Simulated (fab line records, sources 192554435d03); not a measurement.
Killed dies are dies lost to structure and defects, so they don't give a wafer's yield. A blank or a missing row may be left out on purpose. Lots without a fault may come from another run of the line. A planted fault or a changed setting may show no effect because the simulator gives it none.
One fault seen from 2 desks | flow n5_finfet | each desk has only its own numbers; what lay behind them comes last

THE METROLOGY DESK
What the gauges read, lot by lot, whatever tool the lot ran on: means of the sampled wafers that have a number. A lot is out of limits, marked OUT, if its mean lies more than 4 standard deviations from the usual mean; the brackets give that distance. Of its 10 readings 7 are shown: those that lie furthest out on some lot.
Columns: A = DIBL_N at N5_BEOL_M4_RC_MEAS_101, usual 36.4 mV/V; B = DIBL_P at N5_BEOL_M4_RC_MEAS_101, usual 36.3 mV/V; C = IOFF_N at N5_BEOL_M4_RC_MEAS_101, usual 0.17 nA/um; D = ION_P at N5_BEOL_M4_RC_MEAS_101, usual 464 uA/um; E = SS_P at N5_BEOL_M4_RC_MEAS_101, usual 73.3 mV/dec; F = VT_N at N5_BEOL_M4_RC_MEAS_101, usual 250 mV; G = VT_P at N5_BEOL_M4_RC_MEAS_101, usual -249 mV
lot  | first seen here | A    | B    | C    | D   | E    | F   | G
L553 | day 11 09:08    | 36.7 | 35.3 | 0.19 | 454 | 73.3 | 251 | -252
L552 | day 11 17:16    | 36.7 | 35.5 | 0.17 | 468 | 73.6 | 249 | -246
L560 | day 12 20:34    | 39.3 | 38.2 | 0.22 | 460 | 73.9 | 246 | -248
L570 | day 15 13:37    | 35.2 | 35.3 | 0.14 | 464 | 72.5 | 252 | -251
This desk's finding: nothing out of limits on any of the 4 lots.

THE TOOL OWNER'S DESK: pecvd-03
The tool's own readings at N5_BEOL_M7_PECVD_70 (deposits SiO2 from TEOS/O2, target thk 20 nm, time 22.7 s): means of the sampled wafers that have a number, for each lot that ran on this tool. A lot is out of limits, marked OUT, if its mean lies more than 4 standard deviations from the usual mean; the brackets give that distance.
Columns: A = chamber_pressure_Torr at N5_BEOL_M7_PECVD_70, usual 5.499 Torr; B = heater_power_outer_w at N5_BEOL_M7_PECVD_70, usual 424 W; C = heater_power_w at N5_BEOL_M7_PECVD_70, usual 716 W; D = showerhead_plenum_p_Torr at N5_BEOL_M7_PECVD_70, usual 8.82 Torr; E = throttle_valve_pct at N5_BEOL_M7_PECVD_70, usual 22.7 %
lot  | first seen here | A     | B   | C   | D    | E
L560 | day 13 16:56    | 5.494 | 389 | 656 | 8.85 | 22.6
This desk's finding: nothing out of limits on the one lot.

PUT TOGETHER
The metrology desk saw nothing out of limits.
The tool owner's desk saw nothing out of limits.

WHAT THE SIMULATOR HAD PUT IN
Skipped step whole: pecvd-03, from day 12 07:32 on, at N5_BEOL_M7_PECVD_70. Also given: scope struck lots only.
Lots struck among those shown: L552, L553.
